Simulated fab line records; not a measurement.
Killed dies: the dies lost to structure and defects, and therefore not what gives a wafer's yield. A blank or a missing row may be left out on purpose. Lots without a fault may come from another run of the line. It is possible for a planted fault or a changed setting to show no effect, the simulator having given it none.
Chamber matching | flow nand-harc | NHARC_A_BLC_ALD_23 on ald-metal-03 has 4 sister chambers
The step deposits TiN, target thk 3 nm, pulse time 1 s, ald cycles 150. 14 wafers are shown with their chamber, then 7 later ones without.

== WAFERS, EACH WITH ITS CHAMBER ==
wafer  | chamber | heater-power-w (W) | precursor-pulse-height-rel
L074.2 | 2       | 1247               | 0.977
L074.4 | 2       | 1277               | 1.007
L074.6 | 3       | 1043               | 0.980
L079.2 | 0       | 968                | 0.992
L079.5 | 3       | 1068               | 1.016
L079.6 | 0       | 968                | 1.031
L080.1 | 3       | 1035               | 0.995
L080.2 | 0       | 989                | 1.018
L080.3 | 1       | 984                | 0.999
L083.2 | 3       | 1065               | 0.983
L083.4 | 0       | 971                | 0.983
L083.5 | 3       | 1061               | 1.000
L086.4 | 2       | 1331               | 1.000
L086.5 | 1       | 982                | 1.016

SIGNATURES, as means of the wafers listed above
reading                    | chamber 0 | chamber 1 | chamber 2 | chamber 3 | scatter within a chamber
heater-power-w             | 974.00    | 983.00    | 1285.00   | 1054.40   | 21.9
precursor-pulse-height-rel | 1.00600   | 1.00750   | 0.99467   | 0.99480   | 0.0172
Rule: distance of a wafer from a chamber = root of the sum over the readings of ((wafer's reading minus chamber's mean) / reading's scatter) squared. If the next closest chamber is less than 2 further off than the closest, the wafer can't be placed; otherwise it belongs to the closest. The scatter is the square root of a quotient: the sum, over the shown wafers, of each reading's squared deviation from its chamber's mean, divided by wafers minus chambers.

== WAFERS WITH NO CHAMBER GIVEN ==
wafer  | heater-power-w (W) | precursor-pulse-height-rel
L086.6 | 984                | 1.046
L087.3 | 1067               | 0.999
L087.5 | 1042               | 0.967
L087.6 | 985                | 0.996
L093.3 | 1001               | 1.009
L093.4 | 1299               | 0.994
L093.5 | 993                | 0.984

== EACH ONE'S CHAMBER ==
wafer  | from the rows above          | in truth
L086.6 | can't be placed: 1 or 0      | 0
L087.3 | 3                            | 3
L087.5 | can't be placed: 3 or 1      | 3
L087.6 | can't be placed: 1 or 0      | 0
L093.3 | can't be placed: 1 or 0 or 3 | 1
L093.4 | 2                            | 2
L093.5 | can't be placed: 1 or 0 or 3 | 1
Correctly placed: 2 of 7. Can't be placed from these rows: 5 (the true chamber is among the candidates in 5). Number placed wrongly: 0.
